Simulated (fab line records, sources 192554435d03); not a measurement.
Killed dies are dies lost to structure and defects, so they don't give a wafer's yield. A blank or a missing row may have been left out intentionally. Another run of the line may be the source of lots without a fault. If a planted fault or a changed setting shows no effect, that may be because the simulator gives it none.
fab line records	flow n5Finfet
record: lots: 6	wafers: 18	lastDay: 17
route steps=1938 shown BEOL_M4@1074 PASSIVATION@1936
lots untouched by any fault: they come from a run of this same line in which no faults occurred
startH: hours from the record's opening day to when the first of the lot's shown wafers began	waitH: time in hours since the lot's previous step	" identical to the entry in the row above	L1.1+2: one row covering several wafers at once	- value missing, or start not given	* or withheld: withheld	< > ~ a bound
route shown NAME@n: a module of which the file shows steps, and the number in the route of the first	usual: the fault-free wafers' mean and standard deviation	same: alike in all rows	chamber/n: place in a boat	sites: per-site readings	_std_site: standard deviation across them	_edge_site: the outer-site mean with the inner-site mean subtracted	radiusMm: for every site, how far away it sits from the centre of the wafer	mask NAME#n: copy n	behind: the most recent tool/chamber to have shaped the wafer	hold: why the lot was held/for how many hours/how that ended	device: the n, p or np transistor that did not switch	end of line: the route-end tests of the same wafers	a step without rows: its recipe alone	killed: the dies lost at the first sort to structure and to defects; this is not the yield of the wafer	map: a wafer's dies, x killed, . not, _ none there
set.NAME: the run value of the setting; set.NAME@STEP: its run value at that earlier step	model.NAME: the simulator's own value behind a step, which no gauge read
certain route steps with their lots: each step a table, each wafer a row
services: from which hour (startH, from the record's first day; less than 0 if before it) a tool's chamber was out of use, for how many hours, and why
== steps ==
step: N5_BEOL_M4_HM_STRIP_39
recipe: chemistry: peroxideTinStrip	material: TiN	targetDepthA: 250	tempC: 50	timeS: 158
step: N5_BEOL_M4_SRD_40
recipe: timeS: 30	tempC: 23	rinseLiquid: diw	dry: ipaMarangoni
step: N5_BEOL_M4_PRECLEAN_42
recipe: chemistry: residueRemover	timeS: 60	tempC: 40
step: N5_BEOL_M4_SRD_43
recipe: timeS: 30	tempC: 23	rinseLiquid: diw	dry: ipaMarangoni
step: N5_BEOL_M4_CD_MEAS_35
recipe: targetCdNm: 18	targetCdYNm: 22.4	polarity: opening
usual: cdNm: 18.1/0.48
lot.wafer	tool	chamber	startH	waitH	cdNm
L425.3	cdSem-02	-	191.82	0.0	17.5
L425.4	"	-	"	"	18.8
L425.5	"	-	"	"	18.4
L431.1	cdSem-01	-	225.35	0.0	18.5
L431.4	"	-	"	"	18.6
L431.5	"	-	"	"	18.5
L434.1	cdSem-03	-	238.84	0.0	18.1
L434.2	"	-	"	"	18.1
L434.4	"	-	"	"	17.4
L438.3	cdSem-03	-	264.74	0.0	17.8
L438.4	"	-	"	"	17.4
L438.5	"	-	"	"	17.2
L442.1	cdSem-03	-	291.69	0.0	17.6
L442.2	"	-	"	"	18.2
L442.3	"	-	"	"	18.1
L443.1	cdSem-03	-	296.77	0.0	17.6
L443.2	"	-	"	"	18.1
L443.3	"	-	"	"	19.0
step: N5_BEOL_M4_DEGAS_44
recipe: ambient: vacuum	tempC: 250	timeS: 60
usual: heaterPowerW: 330/23
lot.wafer	tool	chamber	startH	waitH	heaterPowerW
L425.3	pvdSputter-01	-	192.43	0.6	312
L425.4	"	-	"	"	347
L425.5	"	-	"	"	311
L431.1	pvdSputter-02	-	225.83	0.5	368
L431.4	"	-	"	"	335
L431.5	"	-	"	"	298
L434.1	pvdSputter-03	-	239.38	0.5	353
L434.2	"	-	"	"	339
L434.4	"	-	"	"	318
L438.3	pvdSputter-03	-	264.78	0.0	321
L438.4	"	-	"	"	351
L438.5	"	-	"	"	358
L442.1	pvdSputter-03	-	292.04	0.4	339
L442.2	"	-	"	"	324
L442.3	"	-	"	"	358
L443.1	pvdSputter-01	-	296.97	0.2	356
L443.2	"	-	"	"	347
L443.3	"	-	"	"	300
step: N5_BEOL_M4_PRE_CLEAN_45
recipe: gas: H2/He	timeS: 30	tempC: 250
usual: heaterPowerW: 331/23
lot.wafer	tool	chamber	startH	waitH	heaterPowerW
L425.3	pvdSputter-01	-	192.47	0.0	320
L425.4	"	-	"	"	353
L425.5	"	-	"	"	318
L431.1	pvdSputter-02	-	225.87	0.0	357
L431.4	"	-	"	"	340
L431.5	"	-	"	"	308
L434.1	pvdSputter-03	-	239.42	0.0	352
L434.2	"	-	"	"	343
L434.4	"	-	"	"	331
L438.3	pvdSputter-03	-	264.82	0.0	325
L438.4	"	-	"	"	355
L438.5	"	-	"	"	341
L442.1	pvdSputter-03	-	292.08	0.0	341
L442.2	"	-	"	"	322
L442.3	"	-	"	"	359
L443.1	pvdSputter-01	-	297.01	0.0	357
L443.2	"	-	"	"	354
L443.3	"	-	"	"	301
step: N5_BEOL_M4_ALD_84
recipe: material: TaN	targetThkA: *	tempC: 275	aldPrecursorFamily: PDMAT	aldCoReactant: NH3	pressureTorr: 3	carrierFlowSccm: 1500	pulseTimeS: 2	purgeTimeS: 3	coReactantPurgeTimeS: 2	coReactantPulseTimeS: 3	aldCycles: 30	precursorVesselTempC: 75	precursorVesselPressureTorr: 26.25	precursorVesselCarrierSccm: 1000
step: N5_BEOL_M4_SURFACE_TREAT_85
recipe: gas: Ar	timeS: *	ionEnergyEv: *	ionCurrentMaCm2: 0.5	pressureMtorr: *	arFlowSccm: 30
usual: throttleValvePct: *
lot.wafer	tool	chamber	startH	waitH	throttleValvePct
L425.3	pvdSputter-02	-	193.21	0.4	*
L425.4	"	-	"	"	*
L425.5	"	-	"	"	*
L431.1	pvdSputter-01	-	226.15	0.1	*
L431.4	"	-	"	"	*
L431.5	"	-	"	"	*
L434.1	pvdSputter-03	-	239.78	0.2	*
L434.2	"	-	"	"	*
L434.4	"	-	"	"	*
L438.3	pvdSputter-01	-	266.65	1.7	*
L438.4	"	-	"	"	*
L438.5	"	-	"	"	*
L442.1	pvdSputter-02	-	292.58	0.3	*
L442.2	"	-	"	"	*
L442.3	"	-	"	"	*
L443.1	pvdSputter-03	-	297.45	0.3	*
L443.2	"	-	"	"	*
L443.3	"	-	"	"	*
step: N5_BEOL_M4_CVD_47
recipe: material: Co	targetThkA: 30	tempC: withheld	precursor: CCTBA/H2	pressureTorr: 30	timeS: 223.8
step: N5_BEOL_M4_SPUTTER_48
recipe: material: Cu	targetThkA: 45	tempC: -20	chamberPressurePa: 0.07	powerW: withheld	timeS: 8.29
usual: chamberPressurePa: 0.07001/0.00013	throttleValvePct: 29.9/0.89
lot.wafer	tool	chamber	startH	waitH	chamberPressurePa	throttleValvePct
L425.3	pvdSputter-02	-	193.96	0.1	0.06999	29.3
L425.4	"	-	"	"	0.07017	30.1
L425.5	"	-	"	"	0.07005	30.0
L431.1	pvdSputter-01	-	226.37	0.1	0.07014	29.3
L431.4	"	-	"	"	0.06998	30.1
L431.5	"	-	"	"	0.06997	30.1
L434.1	pvdSputter-01	-	240.04	0.1	0.07026	30.5
L434.2	"	-	"	"	0.07003	28.2
L434.4	"	-	"	"	0.07015	28.9
L438.3	pvdSputter-02	-	266.93	0.1	0.07011	29.7
L438.4	"	-	"	"	0.06996	30.9
L438.5	"	-	"	"	0.06993	29.5
L442.1	pvdSputter-01	-	292.87	0.1	0.06999	29.2
L442.2	"	-	"	"	0.06981	30.3
L442.3	"	-	"	"	0.06993	29.9
L443.1	pvdSputter-03	-	297.89	0.3	0.07002	30.1
L443.2	"	-	"	"	0.07	28.8
L443.3	"	-	"	"	0.06991	31.9
step: N5_BEOL_M4_ANNEAL_49
recipe: tempC: 400	timeS: 240	ambient: vacuum
step: N5_BEOL_M4_SPUTTER_79
recipe: material: Cu	targetThkA: 45	tempC: -20	chamberPressurePa: 0.07	powerW: withheld	timeS: 8.29
usual: chamberPressurePa: 0.06999/0.00014	throttleValvePct: 29.9/0.91
lot.wafer	tool	chamber	startH	waitH	chamberPressurePa	throttleValvePct
L425.3	pvdSputter-02	-	194.18	0.1	0.06988	29.3
L425.4	"	-	"	"	0.07004	30.0
L425.5	"	-	"	"	0.06986	30.3
L431.1	pvdSputter-01	-	226.59	0.1	0.06672	29.6
L431.4	"	-	"	"	0.06675	31.2
L431.5	"	-	"	"	0.06687	31.1
L434.1	pvdSputter-01	-	240.26	0.1	0.06675	31.0
L434.2	"	-	"	"	0.06693	28.8
L434.4	"	-	"	"	0.06675	30.0
L438.3	pvdSputter-02	-	267.15	0.1	0.06999	30.0
L438.4	"	-	"	"	0.07007	30.9
L438.5	"	-	"	"	0.0698	29.4
L442.1	pvdSputter-01	-	293.09	0.1	0.0698	29.1
L442.2	"	-	"	"	0.07015	30.2
L442.3	"	-	"	"	0.06992	30.1
L443.1	pvdSputter-03	-	298.11	0.1	0.07019	30.3
L443.2	"	-	"	"	0.06985	29.3
L443.3	"	-	"	"	0.07015	31.5
step: N5_BEOL_M4_ANNEAL_80
recipe: tempC: 400	timeS: 240	ambient: vacuum
usual: heaterPowerW: 823/58
lot.wafer	tool	chamber	startH	waitH	heaterPowerW
L425.3	pvdSputter-02	-	194.26	0.0	769
L425.4	"	-	"	"	725
L425.5	"	-	"	"	724
L431.1	pvdSputter-01	-	226.67	0.0	894
L431.4	"	-	"	"	790
L431.5	"	-	"	"	777
L434.1	pvdSputter-01	-	240.34	0.0	788
L434.2	"	-	"	"	749
L434.4	"	-	"	"	864
L438.3	pvdSputter-02	-	267.23	0.0	716
L438.4	"	-	"	"	921
L438.5	"	-	"	"	830
L442.1	pvdSputter-01	-	293.17	0.0	870
L442.2	"	-	"	"	782
L442.3	"	-	"	"	894
L443.1	pvdSputter-03	-	298.19	0.0	813
L443.2	"	-	"	"	817
L443.3	"	-	"	"	876
step: N5_BEOL_M4_RC_MEAS_101
usual: DIBL_N: 36.0/2	DIBL_P: 35.9/2.5	IOFF_N: 0.16/0.038	IOFF_P: 0.21/0.04	ION_N: 675/14	ION_P: 462/9.4	SS_N: 71.5/0.75	SS_P: 73.2/0.74	VT_N: 250/3.9	VT_P: -251/3.2
lot.wafer	tool	chamber	startH	waitH	DIBL_N[mV/V]	DIBL_P[mV/V]	IOFF_N[nA/um]	IOFF_P[nA/um]	ION_N[uA/um]	ION_P[uA/um]	SS_N[mV/dec]	SS_P[mV/dec]	VT_N[mV]	VT_P[mV]
L425.3	prober-01	0	197.43	0.3	39.6	40.5	0.21	0.26	679	463	72.7	73.6	247	-250
L425.4	"	0	"	"	35.5	36.5	0.13	0.19	644	446	70.8	73.6	255	-254
L425.5	"	0	"	"	38.2	37.5	0.19	0.20	671	452	72.4	74.1	249	-255
L431.1	prober-02	0	229.23	0.0	35.7	35.8	0.16	0.19	665	455	71.7	72.5	250	-251
L431.4	"	0	"	"	38.8	41.0	0.23	0.27	694	467	72.6	74.4	244	-247
L431.5	"	0	"	"	33.3	34.3	0.12	0.18	669	461	70.8	72.6	251	-252
L434.1	prober-01	0	242.90	0.0	33.6	32.9	0.12	0.17	664	450	71.2	72.1	254	-251
L434.2	"	0	"	"	35.5	33.9	0.15	0.19	667	450	72.2	72.3	248	-249
L434.4	"	0	"	"	35.4	34.9	0.15	0.21	655	448	71.9	73.4	250	-250
L438.3	prober-02	0	270.17	0.3	35.7	37.3	0.16	0.21	669	464	71.5	73.7	249	-246
L438.4	"	0	"	"	34.4	36.1	0.13	0.18	686	473	71.0	73.1	256	-251
L438.5	"	0	"	"	33.3	34.8	0.12	0.18	656	459	71.2	72.7	255	-253
L442.1	prober-01	0	295.73	0.0	38.2	37.8	0.19	0.24	693	472	72.2	73.3	247	-250
L442.2	"	0	"	"	35.3	35.8	0.12	0.22	653	462	70.7	73.6	254	-250
L442.3	"	0	"	"	38.5	37.4	0.18	0.24	668	457	72.6	73.9	251	-250
L443.1	prober-01	0	300.77	0.0	32.7	31.4	0.10	0.14	658	453	71.3	71.8	255	-255
L443.2	"	0	"	"	33.0	31.8	0.11	0.14	659	458	70.3	71.8	255	-257
L443.3	"	0	"	"	37.0	37.5	0.14	0.20	673	463	71.5	73.6	252	-252
step: N5_PASSIVATION_PROBE_49
usual: defectLimitedYield: 91.3/1.5	killed_at_M0_to_M3: 33/12	killed_at_M4_up: 15/5.2	killedAtContacts: 12/5.1	killedAtFrontEnd: 39/11	killedAtOther: 5/3.6	killedDies: 103/18	killedOpen: 67/13	killedShort: 33/7.8	sort_bin_5_function: 5.1/0.96	sort_bin_6_memory: 3.2/0.71	sortNPass: 1077/18	sortYieldPct: 91.3/1.5
same: grossDies: 1180	killedAtBackSide: 0	sort_bin_4_leakage[%]: 0	sort_bin_8_speed[%]: 0
lot.wafer	tool	chamber	startH	waitH	defectLimitedYield[%]	killed_at_M0_to_M3	killed_at_M4_up	killedAtContacts	killedAtFrontEnd	killedAtOther	killedDies	killedOpen	killedShort	sort_bin_5_function[%]	sort_bin_6_memory[%]	sortNPass	sortYieldPct[%]
L431.5	prober-02	-	328.10	0.2	88.7	62	20	11	37	3	133	72	50	5.3	4.8	1047	88.7
L434.1	prober-02	-	348.79	0.0	87.5	38	8	13	84	5	148	92	40	6.4	4.3	1032	87.5
L434.2	prober-02	-	348.84	0.1	91.7	17	6	14	45	16	98	64	34	4.9	2.9	1082	91.7
L434.4	prober-02	-	348.94	0.2	92.2	14	12	9	49	8	92	62	30	4.7	2.9	1088	92.2
killed by level:class
L431.5 BEOL_M0_SAQP:geometricParticle:short=18 BEOL_M0_SAQP:geometricParticle:open=15 HKMG_FIN:areaEtch=11 MOL_CONTACT_COAG:geometricParticle:open=10 BEOL_M4:geometricParticle:open=8 FIN_SAQP:geometricParticle:open=7 BEOL_M0:geometricParticle:short=6 BEOL_M3:geometricParticle:open=6
L434.1 FIN_SAQP:geometricParticle:open=17 STI_FIN_REVEAL:geometricParticle:open=16 HKMG_FIN:areaEtch=16 MOL_CONTACT_COAG:geometricParticle:open=11 GATE_CUT:geometricParticle:short=8 FIN_SAQP:geometricParticle:short=7 GATE_CUT:geometricParticle:open=7 BEOL_M0_SAQP:geometricParticle:short=7
L434.2 STI_FIN_REVEAL:geometricParticle:open=14 MOL_CONTACT_COAG:geometricParticle:open=11 FIN_SAQP:geometricParticle:short=9 FIN_SAQP:geometricParticle:open=8 BEOL_M1:geometricParticle:open=6 GATE_CUT:geometricParticle:short=5 MIM_TOP:geometricParticle:open=4 BEOL_M2:geometricParticle:open=4
L434.4 FIN_SAQP:geometricParticle:open=11 STI_FIN_REVEAL:geometricParticle:open=9 FIN_SAQP:geometricParticle:short=8 MOL_CONTACT_COAG:geometricParticle:open=8 GATE_CUT:geometricParticle:short=7 BEOL_M4:geometricParticle:open=5 STARTING-WAFER:geometricParticle:open=5 BEOL_M0_SAQP:geometricParticle:open=4
== services ==
tool	chamber	startH	hours	kind
pvdSputter-03	-	186.93	2.6	repair
== key ==
firstSign: step: N5_BEOL_M4_SPUTTER_79	reading: chamberPressurePa	direction: down	sigmas: 24	usual: 0.06999	struck: 0.0668
effect none on later readings
metAt N5_BEOL_M4_SPUTTER_79
struckWafers L431.1,L431.4,L431.5,L434.1,L434.2,L434.4
baselineLoss: step: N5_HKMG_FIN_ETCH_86	wafers: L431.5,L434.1
fault: kind: processParameterDrift	tool: pvdSputter-01	chamber: -	onsetH: 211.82	steps: N5_BEOL_M4_SPUTTER_79	channel: chamberPressurePa	offset: -0.0031926	shape: step	endH: 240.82	actsIn: theseRecipesOnly	stated: 0.07
baselineLoss: these wafers lose ten dies or more at that step, a loss of the line's own and not of a fault; the sort's usual values leave them out
